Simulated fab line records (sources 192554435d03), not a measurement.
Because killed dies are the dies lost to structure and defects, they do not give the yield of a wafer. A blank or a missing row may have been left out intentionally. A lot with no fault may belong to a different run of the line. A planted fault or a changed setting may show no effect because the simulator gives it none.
fab line records	flow n5_finfet
record: lots: 6	wafers: 18	last_day: 17
route steps=1938 shown PMOS_HMC_CHANNEL_EPI@66 BEOL_M4@1111 PASSIVATION@1936
lots that met no fault: taken from a fault-free run of the same line
start_h: hours from the record's opening day to when the first of the lot's shown wafers began	wait_h: hours from the lot's prior step to this one	" identical to the entry in the row above	L1.1+2: several wafers, shown together as one row	- no value, or no start was given	* or withheld: withheld	< > ~ a bound
route shown NAME@n: NAME is a module with steps in the file, n the number in the route of the first one	usual: the fault-free wafers' mean and standard deviation	same: alike in all rows	chamber/n: place in a boat	sites: the reading at each site	_std_site: standard deviation of those values	_edge_site: outer sites' mean less inner sites'	radius_mm: how far each site lies from the wafer's centre	mask NAME#n: copy n	behind: the tool/chamber that last shaped the wafer	hold: what put the lot on hold/how long, in hours/how the hold closed	device: the transistor (n, p or np) that didn't switch	end of line: the tests these same wafers got at the end of their route	step lacking rows: just its recipe	killed: dies lost to structure and defects at the first sort, not the wafer's yield	map: dies across one wafer; x = killed, . = not, _ = none there
set.NAME: the setting as run; set.NAME@STEP: as run at that earlier step	model.NAME: the simulator's own value behind a step, which no gauge read
certain route steps with their lots: each step a table, each wafer a row
services: the hour from which a tool's chamber was out of use, counted from the record's first day as start_h (under 0 if before that day), plus the number of hours and why
== steps ==
step: N5_PMOS_HMC_CHANNEL_EPI_OVL_MEAS_10
recipe: points_per_wafer: 44
usual: PMOS_HMC_BLK_OVL: 0.6/0.8
lot.wafer	tool	chamber	start_h	wait_h	PMOS_HMC_BLK_OVL[nm]
L529.1	overlay-01	0	41.53	0.0	0.1
L529.4	"	0	"	"	0.6
L529.5	"	0	"	"	0.2
L531.2	overlay-02	0	54.35	0.0	0.8
L531.3	"	0	"	"	0.6
L531.6	"	0	"	"	0.4
L533.3	overlay-01	0	65.37	0.0	0.8
L533.4	"	0	"	"	0.9
L533.6	"	0	"	"	0.8
L540.1	overlay-01	0	107.03	0.0	0.9
L540.2	"	0	"	"	1.2
L540.4	"	0	"	"	2.2
L546.1	overlay-01	0	143.23	0.0	-0.6
L546.2	"	0	"	"	-0.2
L546.5	"	0	"	"	0.0
L547.1	overlay-02	0	149.40	0.0	1.0
L547.3	"	0	"	"	0.5
L547.5	"	0	"	"	0.7
step: N5_PMOS_HMC_CHANNEL_EPI_INSPECT_11
recipe: mode: adi	inspect_instrument: macro
usual: raw_defect_count: 1.9/1.3
lot.wafer	tool	chamber	start_h	wait_h	raw_defect_count
L529.1	defect_inspect-02	-	41.55	0.0	2
L529.4	"	-	"	"	2
L529.5	"	-	"	"	3
L531.2	defect_inspect-01	-	54.37	0.0	2
L531.3	"	-	"	"	4
L531.6	"	-	"	"	1
L533.3	defect_inspect-01	-	65.39	0.0	1
L533.4	"	-	"	"	4
L533.6	"	-	"	"	1
L540.1	defect_inspect-01	-	107.05	0.0	0
L540.2	"	-	"	"	4
L540.4	"	-	"	"	2
L546.1	defect_inspect-02	-	143.25	0.0	3
L546.2	"	-	"	"	1
L546.5	"	-	"	"	3
L547.1	defect_inspect-02	-	149.43	0.0	1
L547.3	"	-	"	"	0
L547.5	"	-	"	"	3
step: N5_PMOS_HMC_CHANNEL_EPI_DESCUM_14
recipe: chemistry: O2	time_s: 7.9	source_power_w: 50	bias_power_w: 20	pressure_mtorr: 20	rf_frequency_hz: 2.712e+07	temp_c: 40	resist: CAR-ArF-block	o2_flow_sccm: 225
usual: drypump_motor_current_A: 5.7/0.51	oes_product_au: 0.78/0.055	rf_vpp_V: 243.0/1.2	showerhead_plenum_p_Torr: 2.08/0.06	throttle_valve_pct: 20.49/0.2
lot.wafer	tool	chamber	start_h	wait_h	drypump_motor_current_A	oes_product_au	rf_hours_counter_h	rf_vpp_V	showerhead_plenum_p_Torr	throttle_valve_pct
L529.1	rie_diel-06	3	41.59	0.0	5.7	0.76	151	241.9	2.02	20.54
L529.4	"	0	"	"	6.1	0.85	66	244.1	2.22	20.15
L529.5	"	1	"	"	5.3	0.77	-	243.2	2.12	20.83
L531.2	rie_diel-05	0	54.41	0.0	5.8	0.82	84	243.3	2.04	20.37
L531.3	"	3	"	"	4.7	0.79	134	242.4	2.10	20.40
L531.6	"	3	"	"	4.7	0.78	-	242.3	2.10	20.39
L533.3	rie_diel-05	0	65.43	0.0	5.8	0.83	87	241.5	2.04	20.37
L533.4	"	3	"	"	4.7	0.79	136	243.8	2.10	20.40
L533.6	"	3	"	"	4.7	0.78	-	242.2	2.10	20.42
L540.1	rie_diel-01	1	107.14	0.1	6.4	0.73	192	241.6	1.98	20.52
L540.2	"	2	"	"	5.8	0.89	42	242.8	2.02	20.26
L540.4	"	3	"	"	5.7	0.76	154	244.4	2.08	20.48
L546.1	rie_diel-01	0	143.69	0.4	5.3	0.84	73	244.0	2.10	20.27
L546.2	"	2	"	"	5.9	0.87	51	242.4	2.02	20.28
L546.5	"	1	"	"	6.4	0.72	-	242.2	1.98	20.50
L547.1	rie_diel-06	1	149.46	0.0	5.3	0.74	157	242.8	2.11	20.89
L547.3	"	3	"	"	5.7	0.71	185	240.2	2.00	20.57
L547.5	"	0	"	"	6.1	0.80	-	245.0	2.21	20.19
step: N5_PMOS_HMC_CHANNEL_EPI_ETCH_32
recipe: chemistry: N2/H2	target: BARC	stop_on: SiO2	target_depth_a: 858	over_etch_frac: 0.3	time_s: 50.3	ion_energy_ev: 200	mask_material: CAR-ArF-block	pressure_mtorr: 30	source_w: 840	bias_w: 150	n2_flow_sccm: 200	h2_flow_sccm: 200
step: N5_PMOS_HMC_CHANNEL_EPI_HM_OPEN_15
recipe: chemistry: CHF3/O2	target: SiO2	mask_material: CAR-ArF-block	target_depth_a: 406	CHF3_flow_sccm: 50	O2_flow_sccm: 5	Ar_flow_sccm: 200	time_s: 20.3	pressure_mtorr: 30	source_w: 650	bias_w: 170	ion_energy_ev: 200
usual: drypump_motor_current_A: 5.7/0.52	oes_product_au: 0.78/0.054	rf_vpp_V: 520/9.1	showerhead_plenum_p_Torr: 2.40/0.063	throttle_valve_pct: 18.98/0.19
lot.wafer	tool	chamber	start_h	wait_h	drypump_motor_current_A	oes_product_au	rf_hours_counter_h	rf_vpp_V	showerhead_plenum_p_Torr	throttle_valve_pct
L529.1	rie_diel-06	3	41.66	0.0	5.6	0.75	151	513	2.32	18.99
L529.4	"	0	"	"	6.2	0.85	66	521	2.54	18.59
L529.5	"	1	"	"	5.3	0.76	-	514	2.41	19.12
L531.2	rie_diel-05	0	54.48	0.0	5.8	0.83	84	508	2.34	18.83
L531.3	"	3	"	"	4.7	0.78	134	527	2.41	18.87
L531.6	"	3	"	"	4.7	0.77	-	525	2.41	18.87
L533.3	rie_diel-05	0	65.50	0.0	5.9	0.83	87	506	2.34	18.82
L533.4	"	3	"	"	4.7	0.77	136	525	2.41	18.85
L533.6	"	3	"	"	4.7	0.77	-	526	2.41	18.88
L540.1	rie_diel-01	1	107.21	0.0	6.4	0.72	192	517	2.30	19.06
L540.2	"	2	"	"	5.8	0.87	42	514	2.35	18.83
L540.4	"	3	"	"	5.7	0.75	154	524	2.40	18.98
L546.1	rie_diel-01	0	143.77	0.0	5.3	0.82	73	506	2.44	18.85
L546.2	"	2	"	"	5.9	0.85	51	513	2.34	18.84
L546.5	"	1	"	"	6.4	0.71	-	520	2.30	19.10
L547.1	rie_diel-06	1	149.54	0.0	5.4	0.73	157	514	2.40	19.18
L547.3	"	3	"	"	5.7	0.73	185	514	2.31	19.06
L547.5	"	0	"	"	6.1	0.81	-	520	2.53	18.61
step: N5_PMOS_HMC_CHANNEL_EPI_STRIP_33
recipe: chemistry: N2/H2	power_w: 500	temp_c: 40	pressure_mtorr: 50	rf_frequency_hz: 6e+07	overash_fraction: 0.3	bias_power_w: 8	h2_frac: 0.5	n2_flow_sccm: 300	h2_flow_sccm: 300
usual: drypump_motor_current_A: 5.7/0.52	oes_product_au: 0.78/0.053	rf_vpp_V: 54.2/1.7	showerhead_plenum_p_Torr: 3.34/0.088	throttle_valve_pct: 19.08/0.28
lot.wafer	tool	chamber	start_h	wait_h	drypump_motor_current_A	oes_product_au	rf_hours_counter_h	rf_vpp_V	showerhead_plenum_p_Torr	throttle_valve_pct
L529.1	rie_diel-06	3	41.72	0.0	5.7	0.74	151	54.4	3.22	18.77
L529.4	"	0	"	"	6.2	0.84	66	56.0	3.54	18.33
L529.5	"	1	"	"	5.4	0.76	-	59.3	3.38	19.26
L531.2	rie_diel-05	0	54.54	0.0	5.9	0.83	84	54.3	3.26	19.27
L531.3	"	3	"	"	4.7	0.79	134	54.6	3.35	18.85
L531.6	"	3	"	"	4.7	0.78	-	54.3	3.35	18.85
L533.3	rie_diel-05	0	65.56	0.0	5.9	0.82	87	56.5	3.26	19.29
L533.4	"	3	"	"	4.7	0.80	136	54.2	3.35	18.85
L533.6	"	3	"	"	4.7	0.79	-	56.1	3.35	18.89
L540.1	rie_diel-01	1	107.27	0.0	6.4	0.73	192	53.2	3.21	19.21
L540.2	"	2	"	"	5.9	0.87	42	50.0	3.28	19.30
L540.4	"	3	"	"	5.7	0.74	154	55.7	3.34	18.78
L546.1	rie_diel-01	0	143.82	0.0	5.3	0.84	73	57.3	3.39	18.97
L546.2	"	2	"	"	5.9	0.87	51	54.5	3.27	19.32
L546.5	"	1	"	"	6.4	0.72	-	52.3	3.20	19.26
L547.1	rie_diel-06	1	149.59	0.0	5.4	0.73	157	52.9	3.36	19.29
L547.3	"	3	"	"	5.7	0.74	185	54.3	3.20	18.85
L547.5	"	0	"	"	6.1	0.80	-	52.3	3.52	18.38
step: N5_PMOS_HMC_CHANNEL_EPI_STRIP_17
recipe: chemistry: SPM	time_s: 750	temp_c: 130	h2so4_h2o2_vol_ratio: 4	dry: ipa_marangoni
step: N5_PMOS_HMC_CHANNEL_EPI_ETCH_38
recipe: chemistry: CF4	target: SiO2	target_depth_a: 15	ion_energy_ev: 350	pressure_mtorr: 10	icp_w: 800	bias_w: 400	cf4_flow_sccm: 80
step: N5_PMOS_HMC_CHANNEL_EPI_FIN_RECESS_16
recipe: chemistry: HBr/Cl2	target: Si	mask_material: SiO2	target_depth_a: 540	time_s: 18	pressure_mtorr: 10	icp_w: 800	bias_w: 75	HBr_flow_sccm: 150	Cl2_flow_sccm: 80
usual: HBr_flow_sccm: 150.0/0.48	drypump_motor_current_A: 5.6/0.47	oes_product_au: 1.000/0.018	throttle_valve_pct: 35.4/0.4
lot.wafer	tool	chamber	start_h	wait_h	HBr_flow_sccm	drypump_motor_current_A	oes_product_au	rf_hours_counter_h	throttle_valve_pct
L529.1	rie_si-01	2	42.04	0.0	150.6	5.3	1.016	167	35.9
L529.4	"	1	"	"	149.5	6.0	1.026	204	36.3
L529.5	"	1	"	"	149.7	6.0	1.030	-	36.3
L531.2	rie_si-04	1	55.11	0.0	149.7	4.8	1.016	69	35.4
L531.3	"	3	"	"	149.8	6.2	1.000	125	34.8
L531.6	"	3	"	"	149.6	6.2	0.991	-	34.8
L533.3	rie_si-06	0	65.89	0.0	150.0	5.9	0.999	7	35.3
L533.4	"	1	"	"	150.1	5.0	0.993	142	35.6
L533.6	"	2	"	"	150.5	6.3	0.971	-	35.7
L540.1	rie_si-06	3	107.59	0.0	149.8	5.2	0.974	92	35.2
L540.2	"	2	"	"	150.4	6.3	0.973	156	35.7
L540.4	"	2	"	"	150.8	6.3	0.968	-	35.7
L546.1	rie_si-06	1	144.15	0.0	150.4	4.9	0.986	143	35.6
L546.2	"	2	"	"	150.3	6.3	0.967	157	35.7
L546.5	"	1	"	"	149.9	5.0	0.988	-	35.6
L547.1	rie_si-06	2	150.12	0.0	150.7	6.3	0.973	157	35.6
L547.3	"	3	"	"	149.4	5.1	0.975	92	35.2
L547.5	"	0	"	"	150.4	5.9	1.005	-	35.3
step: N5_PMOS_HMC_CHANNEL_EPI_PRECLEAN_36
recipe: chemistry: O3/DIW	time_s: 45	temp_c: 22	o3_ppm: 10
step: N5_PMOS_HMC_CHANNEL_EPI_PRECLEAN_18
recipe: chemistry: DHF	time_s: 30	temp_c: 25	dilution: withheld
step: N5_PMOS_HMC_CHANNEL_EPI_SRD_19
recipe: dry: ipa_marangoni	do_ppb: 5	time_s: 30	temp_c: 23	rinse_liquid: diw
step: N5_PMOS_HMC_CHANNEL_EPI_EPI_20
recipe: material: SiGe30	mask_material: SiO2	pressure_torr: 20	target_thk_a: 590	temp_c: 600
usual: susceptor_temp_C: 600.08/0.29	susceptor_temp_C_max: 601.9/0.93
lot.wafer	tool	chamber	start_h	wait_h	susceptor_temp_C	susceptor_temp_C_max	model.SiGe30_of_PMOS_HMC_CHANNEL_EPI_EPI_20.thk_nm
L529.1	epi_rpcvd-04	0	42.21	0.0	600.31	602.6	58.6
L529.4	"	0	"	"	600.14	603.5	58.28
L529.5	"	0	"	"	599.98	602.7	59.07
L531.2	epi_rpcvd-04	0	55.48	0.2	607.59	609.7	68.34
L531.3	"	0	"	"	607.38	609.7	68.11
L531.6	"	0	"	"	607.43	609.9	68.06
L533.3	epi_rpcvd-04	0	66.46	0.4	607.37	610.7	67.16
L533.4	"	0	"	"	607.39	610.2	66.83
L533.6	"	0	"	"	607.34	610.5	66.4
L540.1	epi_rpcvd-02	0	107.76	0.0	599.55	600.4	59.57
L540.2	"	0	"	"	599.30	600.2	59.5
L540.4	"	0	"	"	599.47	600.5	58.37
L546.1	epi_rpcvd-02	0	144.32	0.0	600.08	601.1	58.69
L546.2	"	0	"	"	599.60	600.6	58.7
L546.5	"	0	"	"	599.55	600.6	59.01
L547.1	epi_rpcvd-04	0	150.33	0.0	600.26	602.2	58.68
L547.3	"	0	"	"	599.91	602.2	58.17
L547.5	"	0	"	"	600.20	602.8	58.25
step: N5_PMOS_HMC_CHANNEL_EPI_HM_STRIP_35
recipe: chemistry: dHF	temp_c: 25	material: SiO2	target: SiO2	target_depth_a: 396	time_s: 216
step: N5_PMOS_HMC_CHANNEL_EPI_SRD_39
recipe: dry: ipa_marangoni	time_s: 30	temp_c: 23	rinse_liquid: diw
step: N5_PMOS_HMC_CHANNEL_EPI_CMP_21
recipe: material: SiGe30	post_cmp_clean: alkaline_brush	target_thk_nm: 54
usual: motor_current_A: 11.8/0.9
lot.wafer	tool	chamber	start_h	wait_h	motor_current_A
L529.4	cmp-03	3	43.62	0.1	10.9
L529.1	"	0	"	"	11.1
L529.5	"	1	"	"	12.9
L531.2	cmp-03	2	56.61	0.0	12.6
L531.3	"	1	"	"	12.4
L531.6	"	2	"	"	12.4
L533.3	cmp-02	1	67.44	0.1	10.7
L533.4	"	2	"	"	12.3
L533.6	"	1	"	"	10.3
L540.2	cmp-03	0	109.10	0.0	11.3
L540.1	"	2	"	"	11.6
L540.4	"	3	"	"	11.3
L546.2	cmp-02	3	145.77	0.1	10.7
L546.1	"	1	"	"	10.8
L546.5	"	2	"	"	11.8
L547.1	cmp-03	2	151.74	0.1	11.8
L547.3	"	3	"	"	10.7
L547.5	"	0	"	"	11.0
step: N5_PMOS_HMC_CHANNEL_EPI_THK_MEAS_22
recipe: reads: SiGe30_of_PMOS_HMC_CHANNEL_EPI_EPI_20
usual: HMC_CMP_THK: 53.9/0.72
lot.wafer	tool	chamber	start_h	wait_h	HMC_CMP_THK[nm]
L529.1	film_metro-01	-	43.84	-	56.0
L529.4	"	-	"	"	54.0
L529.5	"	-	"	"	54.2
L531.2	film_metro-02	-	56.91	-	53.9
L531.3	"	-	"	"	53.2
L531.6	"	-	"	"	53.6
L533.3	film_metro-02	-	67.70	-	52.8
L533.4	"	-	"	"	54.4
L533.6	"	-	"	"	52.5
L540.1	film_metro-02	-	109.39	-	53.0
L540.2	"	-	"	"	53.2
L540.4	"	-	"	"	52.9
L546.1	film_metro-01	-	146.03	-	54.2
L546.2	"	-	"	"	53.0
L546.5	"	-	"	"	54.1
L547.1	film_metro-02	-	151.95	-	53.9
L547.3	"	-	"	"	53.5
L547.5	"	-	"	"	53.7
step: N5_PMOS_HMC_CHANNEL_EPI_PRECLEAN_40
recipe: chemistry: DHF	time_s: 30	temp_c: 25	dilution: withheld
step: N5_PMOS_HMC_CHANNEL_EPI_PRECLEAN_37
recipe: chemistry: O3/DIW	time_s: 45	temp_c: 22	o3_ppm: 10
lot.wafer	tool	chamber	start_h	wait_h	model.SiGe30_of_PMOS_HMC_CHANNEL_EPI_EPI_20.thk_nm
L529.1	wet_bench-04	1	43.88	0.0	53.38
L529.4	"	7	"	"	53.43
L529.5	"	2	"	"	53.34
L531.2	wet_bench-04	7	56.96	0.0	53.42
L531.3	"	4	"	"	52.75
L531.6	"	3	"	"	53.11
L533.3	wet_bench-04	2	67.73	0.0	52.87
L533.4	"	5	"	"	53.36
L533.6	"	1	"	"	52.83
L540.1	wet_bench-03	0	109.43	0.0	53.27
L540.2	"	7	"	"	53.51
L540.4	"	4	"	"	53.43
L546.1	wet_bench-03	4	146.07	0.0	53.06
L546.2	"	1	"	"	53.18
L546.5	"	7	"	"	53.22
L547.1	wet_bench-04	6	151.99	0.0	53.3
L547.3	"	7	"	"	53.31
L547.5	"	0	"	"	53.4
step: N5_PMOS_HMC_CHANNEL_EPI_PRECLEAN_24
recipe: chemistry: DHF	time_s: 30	temp_c: 25	dilution: withheld
step: N5_BEOL_M4_RC_MEAS_101
usual: DIBL_N: 37.2/1.9	DIBL_P: 37.3/2.2	IOFF_N: 0.18/0.038	IOFF_P: 0.22/0.039	ION_N: 678/11	ION_P: 462/6.9	SS_N: 71.8/0.68	SS_P: 73.5/0.65	VT_N: 249/3.4	VT_P: -250/3.2
lot.wafer	tool	chamber	start_h	wait_h	DIBL_N[mV/V]	DIBL_P[mV/V]	IOFF_N[nA/um]	IOFF_P[nA/um]	ION_N[uA/um]	ION_P[uA/um]	SS_N[mV/dec]	SS_P[mV/dec]	VT_N[mV]	VT_P[mV]
L529.1	prober-01	0	192.92	0.0	33.7	34.1	0.13	0.16	665	456	70.6	72.9	250	-256
L529.4	"	0	"	"	41.1	42.6	0.31	0.32	692	467	72.9	74.9	240	-242
L529.5	"	0	"	"	35.4	35.9	0.17	0.20	673	457	71.3	73.4	246	-251
L531.2	prober-01	0	212.52	0.2	34.8	34.4	0.14	0.17	679	459	71.1	72.7	254	-256
L531.3	"	0	"	"	33.9	33.4	0.12	0.16	655	455	71.1	72.6	257	-255
L531.6	"	0	"	"	35.5	35.2	0.14	0.19	672	457	71.0	73.2	253	-251
L533.3	prober-02	0	220.42	0.3	38.1	41.0	0.21	0.20	690	460	71.2	74.4	244	-255
L533.4	"	0	"	"	36.3	37.9	0.17	0.17	678	448	70.8	73.3	248	-257
L533.6	"	0	"	"	35.6	38.0	0.17	0.16	676	448	71.8	73.7	246	-256
L540.1	prober-01	0	259.16	0.0	38.2	38.3	0.18	0.24	693	474	71.9	74.2	248	-249
L540.2	"	0	"	"	34.9	34.0	0.13	0.18	656	452	71.1	72.9	253	-253
L540.4	"	0	"	"	38.1	37.4	0.17	0.23	677	463	71.7	74.4	250	-250
L546.1	prober-02	0	300.34	0.0	37.6	39.4	0.22	0.26	691	464	72.3	73.6	246	-247
L546.2	"	0	"	"	39.5	41.4	0.26	0.29	708	476	73.3	73.5	245	-245
L546.5	"	0	"	"	38.3	39.7	0.21	0.24	685	461	73.1	73.8	247	-247
L547.1	prober-01	0	301.21	0.0	34.1	35.6	0.13	0.16	672	451	70.8	72.7	253	-256
L547.3	"	0	"	"	35.8	37.4	0.16	0.18	669	452	71.3	73.1	253	-253
L547.5	"	0	"	"	35.9	37.0	0.15	0.17	664	452	72.4	72.8	252	-255
step: N5_PASSIVATION_PROBE_49
usual: defect_limited_yield: 91.2/1.6	killed_at_M0_to_M3: 31/10	killed_at_M4_up: 14/4.4	killed_at_contacts: 13/6	killed_at_front_end: 43/13	killed_at_other: 3.5/2.6	killed_dies: 104/18	killed_open: 68/14	killed_short: 34/8.1	sort_bin_4_leakage: 0.01/0.073	sort_bin_5_function: 5.1/1.1	sort_bin_6_memory: 3.3/0.68	sort_n_pass: 1076/18	sort_yield_pct: 91.2/1.6
same: gross_dies: 1180	killed_at_back_side: 0	sort_bin_8_speed[%]: 0
lot.wafer	tool	chamber	start_h	wait_h	defect_limited_yield[%]	killed_at_M0_to_M3	killed_at_M4_up	killed_at_contacts	killed_at_front_end	killed_at_other	killed_dies	killed_open	killed_short	sort_bin_4_leakage[%]	sort_bin_5_function[%]	sort_bin_6_memory[%]	sort_n_pass	sort_yield_pct[%]
L529.1	prober-01	-	289.02	0.0	90.6	27	16	8	60	0	111	81	30	0	5.5	3.6	1069	90.6
L529.4	prober-01	-	289.17	0.2	91.0	24	17	11	52	2	106	73	28	0.85	5.2	3.2	1064	90.2
L529.5	prober-01	-	289.22	0.2	89.8	25	21	17	52	5	120	81	35	0	6.1	3.6	1060	89.8
L540.1	prober-02	-	354.37	0.0	91.4	30	12	13	42	5	102	78	23	0	5.3	3.1	1078	91.4
L540.2	prober-02	-	354.42	0.1	89.7	41	18	29	31	3	122	86	33	0	6.6	3.3	1058	89.7
L540.4	prober-02	-	354.52	0.2	91.4	22	15	24	38	2	101	68	33	0	5.9	2.5	1079	91.4
killed by level:class
L529.1 STI_FIN_REVEAL:geometric_particle:open=25 FIN_SAQP:geometric_particle:short=10 FIN_SAQP:geometric_particle:open=9 MOL_CONTACT_COAG:geometric_particle:open=7 BEOL_M0_SAQP:geometric_particle:open=7 BEOL_M3:geometric_particle:open=5 BEOL_M5:geometric_particle:open=5 STI_FIN_REVEAL:geometric_particle:short=4
L529.4 FIN_SAQP:geometric_particle:open=11 STI_FIN_REVEAL:geometric_particle:open=9 MOL_CONTACT_COAG:geometric_particle:open=9 BEOL_M0_SAQP:geometric_particle:open=8 BEOL_M1:geometric_particle:open=7 FIN_SAQP:geometric_particle:short=5 GATE_CUT:geometric_particle:short=5 BEOL_M4:geometric_particle:open=4
L529.5 MOL_CONTACT_COAG:geometric_particle:open=14 FIN_SAQP:geometric_particle:open=9 STI_FIN_REVEAL:geometric_particle:open=8 BEOL_M4:geometric_particle:open=8 FIN_SAQP:geometric_particle:short=7 DUMMY_GATE:geometric_particle:open=7 BEOL_M0_SAQP:geometric_particle:open=7 BEOL_M1:geometric_particle:open=5
L540.1 MOL_CONTACT_COAG:geometric_particle:open=12 DUMMY_GATE:geometric_particle:open=11 BEOL_M2:geometric_particle:open=11 GATE_CUT:geometric_particle:open=8 BEOL_M0_SAQP:geometric_particle:open=6 BEOL_M0_SAQP:geometric_particle:short=6 BEOL_M4:geometric_particle:open=6 GATE_CUT:geometric_particle:short=5
L540.2 MOL_CONTACT_COAG:geometric_particle:open=24 BEOL_M2:geometric_particle:open=16 BEOL_M0_SAQP:geometric_particle:open=10 DUMMY_GATE:geometric_particle:open=6 BEOL_M0_SAQP:geometric_particle:short=6 BEOL_M4:geometric_particle:open=6 STARTING-WAFER:geometric_particle:short=6 STI_FIN_REVEAL:geometric_particle:open=5
L540.4 MOL_CONTACT_COAG:geometric_particle:open=20 STI_FIN_REVEAL:geometric_particle:open=9 DUMMY_GATE:geometric_particle:open=7 FIN_SAQP:geometric_particle:short=6 BEOL_M0_SAQP:geometric_particle:open=6 BEOL_M4:geometric_particle:open=6 MOL_CONTACT_COAG:geometric_particle:short=4 BEOL_M1:geometric_particle:short=4
== services ==
tool	chamber	start_h	hours	kind
rie_si-04	-	17.76	0.8	repair
cmp-02	-	27.35	4.7	pm
rie_diel-06	-	43.09	0.3	repair
epi_rpcvd-04	-	51.83	2.6	repair
rie_si-01	-	64.90	2.8	pm
cmp-02	-	68.65	4.0	pm
rie_diel-06	-	69.31	0.9	repair
rie_si-06	1	71.37	4.5	repair
cmp-02	-	72.65	-	consumable_replace:conditioner
cmp-02	-	72.65	-	consumable_replace:pad
cmp-02	-	76.68	1.7	repair
rie_diel-06	0	78.52	2.4	repair
cmp-03	-	79.85	0.5	repair
epi_rpcvd-04	-	85.07	8.1	pm
rie_si-01	3	86.83	9.1	repair
rie_si-06	1	92.91	14.9	repair
rie_si-06	2	99.28	2.6	repair
rie_si-04	2	99.97	11.3	repair
rie_si-04	1	109.90	3.8	repair
cmp-03	-	114.62	3.7	pm
cmp-02	-	123.42	1.0	repair
rie_diel-06	0	131.10	4.3	repair
rie_si-06	3	134.02	7.5	repair
rie_si-04	2	151.23	2.1	repair
== key ==
first_sign: step: N5_PMOS_HMC_CHANNEL_EPI_EPI_20	reading: susceptor_temp_C	direction: up	sigmas: 26	usual: *	struck: *
effect: step: N5_PMOS_HMC_CHANNEL_EPI_EPI_20	reading: susceptor_temp_C_max	direction: up	sigmas: 8.8	usual: *	struck: *
effect: step: N5_BEOL_M4_RC_MEAS_101	reading: VT_P	direction: down	sigmas: 1.5	usual: -250	struck: -255
model_effect: step: N5_PMOS_HMC_CHANNEL_EPI_EPI_20	value: SiGe30_of_PMOS_HMC_CHANNEL_EPI_EPI_20.thk_nm	without: 58.86	struck: 67.48
model_effect: step: N5_PMOS_HMC_CHANNEL_EPI_PRECLEAN_37	value: SiGe30_of_PMOS_HMC_CHANNEL_EPI_EPI_20.thk_nm	without: 53.21	struck: 53.06
met_at N5_PMOS_HMC_CHANNEL_EPI_EPI_20
struck_wafers L531.2,L531.3,L531.6,L533.3,L533.4,L533.6
onset_between 42.21 55.48
fault: kind: process_parameter_drift	tool: epi_rpcvd-04	chamber: -	onset_h: 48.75	steps: N5_PMOS_HMC_CHANNEL_EPI_EPI_20	channel: temp_c	offset: *	shape: step	end_h: 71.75	acts_in: *	stated: *
